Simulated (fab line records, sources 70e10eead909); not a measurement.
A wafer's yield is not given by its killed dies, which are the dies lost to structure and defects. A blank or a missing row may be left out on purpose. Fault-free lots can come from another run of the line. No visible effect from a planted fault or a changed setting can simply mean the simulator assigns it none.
Chamber matching	flow nandHarc	NHARC_A_STAIRCASE_ETCH_253 on rieDiel-05: 4 sister chambers
The step etches the open film in C4F8/O2, target depth 50 nm, time 20.2 s. 8 wafers are shown with their chamber, then 8 later ones without.

EACH WAFER AND ITS CHAMBER
wafer	chamber	rfVppV (V)	oesProductAu (a.u.)
L077.2	3	905	0.959
L077.5	0	890	0.948
L082.4	2	900	0.931
L082.6	1	894	0.935
L083.2	3	904	0.958
L083.5	0	891	0.966
L083.6	1	894	0.992
L087.2	2	901	0.942

WAFERS MISSING THEIR CHAMBER
wafer	rfVppV (V)	oesProductAu (a.u.)
L087.3	890	0.903
L087.4	896	0.938
L087.1	904	0.924
L087.5	893	0.935
L087.6	890	0.918
L089.2	902	0.962
L089.3	893	0.971
L089.6	902	0.972

WHICH CHAMBER EACH WENT THROUGH
wafer	from the rows above	in truth
L087.3	0	0
L087.4	1	1
L087.1	3	3
L087.5	1	1
L087.6	0	0
L089.2	can't be placed: 2 or 3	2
L089.3	1	1
L089.6	can't be placed: 2 or 3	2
Correctly placed: 6 of 8. Can't be placed from these rows: 2 (the true chamber is among the candidates in 2). Wrongly placed: 0.
How it was worked out, from the rows above alone: a wafer's distance from a chamber is the root of the sum, over the readings, of the square of ((its reading less the chamber's mean) divided by the reading's scatter). If the next closest chamber is less than 2 further off than the closest, the wafer can't be placed; otherwise it belongs to the closest. The mean given for a chamber averages the wafers shown for that chamber. The scatter: take each reading less its chamber's mean, square it, sum over the shown wafers, divide by the number of wafers less the number of chambers, and take the root.
